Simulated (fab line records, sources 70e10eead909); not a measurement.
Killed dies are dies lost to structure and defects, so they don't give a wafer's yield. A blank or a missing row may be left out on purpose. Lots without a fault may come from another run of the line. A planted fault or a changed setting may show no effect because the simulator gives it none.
Chamber matching | flow nand_harc | NHARC_P_CONTACT_ALD_22 on ald_metal-03: 4 sister chambers
The step deposits TiN, target thk 3 nm, pulse time 1 s, ald cycles 150. 8 wafers are shown with their chamber, then 7 later ones without.

WAFERS WITH THEIR CHAMBER
wafer  | chamber | heater_power_w (W) | precursor_pulse_height_rel
L074.5 | 0       | 853                | 1.031
L081.1 | 0       | 834                | 0.986
L081.2 | 2       | 1121               | 1.007
L085.2 | 3       | 1123               | 0.991
L085.3 | 1       | 1176               | 0.955
L085.4 | 2       | 1081               | 1.015
L089.3 | 3       | 1115               | 0.987
L089.4 | 1       | 1228               | 1.024

WAFERS WITHOUT THEIR CHAMBER
wafer  | heater_power_w (W) | precursor_pulse_height_rel
L089.5 | 1125               | 1.028
L094.1 | 1134               | 1.009
L094.4 | 829                | 1.017
L094.5 | 1135               | 1.009
L095.2 | 1135               | 1.010
L095.5 | 1181               | 0.987
L095.6 | 1103               | 0.960

WHICH CHAMBER EACH WENT THROUGH
wafer  | from the rows above          | in truth
L089.5 | can't be placed: 2 or 3      | 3
L094.1 | can't be placed: 3 or 2 or 1 | 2
L094.4 | 0                            | 0
L094.5 | can't be placed: 3 or 2 or 1 | 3
L095.2 | can't be placed: 3 or 2 or 1 | 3
L095.5 | can't be placed: 1 or 3      | 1
L095.6 | can't be placed: 3 or 2      | 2
Placed correctly: 1 of 7. Can't be placed from these rows: 6 (the true chamber is among the candidates in 6). Placed wrongly: 0.
How it was worked out, from the rows above alone: a wafer's distance from a chamber is the root of the sum, over the readings, of the square of ((its reading less the chamber's mean) divided by the reading's scatter). The wafer belongs to the nearest chamber; if the next one is less than 2 further off, it can't be placed. A chamber's mean is the mean of its shown wafers. The scatter: the root of (the sum of the squares of (reading less its chamber's mean) over the shown wafers, divided by (wafers less chambers)).
